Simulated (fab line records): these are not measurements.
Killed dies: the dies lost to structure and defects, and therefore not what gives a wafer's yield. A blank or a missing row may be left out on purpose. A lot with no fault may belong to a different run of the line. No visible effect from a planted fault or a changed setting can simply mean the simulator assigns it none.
Chamber matching | flow n5_finfet | N5_GATE_CUT_ETCH_37 on rie_diel-03: 4 sister chambers
The step etches SOC in N2/H2, target depth 60 nm, overetch 12 nm, time 90 s. 4 wafers are shown with their chamber, then 11 later ones without.

EACH WAFER AND ITS CHAMBER
wafer  | chamber | drypump_motor_current_A (A)
L084.5 | 1       | 4.7
L087.5 | 0       | 6.6
L090.6 | 2       | 5.2
L091.2 | 3       | 6.4

WAFERS WITHOUT THEIR CHAMBER
wafer  | drypump_motor_current_A (A)
L091.4 | 5.2
L091.6 | 6.4
L093.2 | 5.2
L093.4 | 4.7
L093.5 | 6.5
L096.2 | 6.4
L096.4 | 4.7
L096.5 | 6.4
L097.3 | 4.7
L097.4 | 4.7
L097.5 | 6.4

CHAMBER TAKEN BY EACH
wafer  | from the rows above     | in truth
L091.4 | 2                       | 2
L091.6 | 3                       | 3
L093.2 | 2                       | 2
L093.4 | 1                       | 1
L093.5 | can't be placed: 0 or 3 | 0
L096.2 | 3                       | 3
L096.4 | 1                       | 1
L096.5 | 3                       | 3
L097.3 | 1                       | 1
L097.4 | 1                       | 1
L097.5 | 3                       | 3
10 of 11 placed correctly. Unplaceable from these rows: 1, with the true chamber sitting among the candidates in 1. Wrongly placed: 0.
How it was worked out, from the rows above alone: a wafer's distance from a chamber is the root of the sum, over the readings, of the square of ((its reading less the chamber's mean) divided by the reading's scatter). The wafer belongs to the nearest chamber; if the next one is less than 2 further off, it can't be placed. Each chamber's mean is taken over the wafers shown for it. The scatter: with one shown wafer a chamber, the root of the mean of the squares of how far each hidden wafer lies from its nearest shown one.
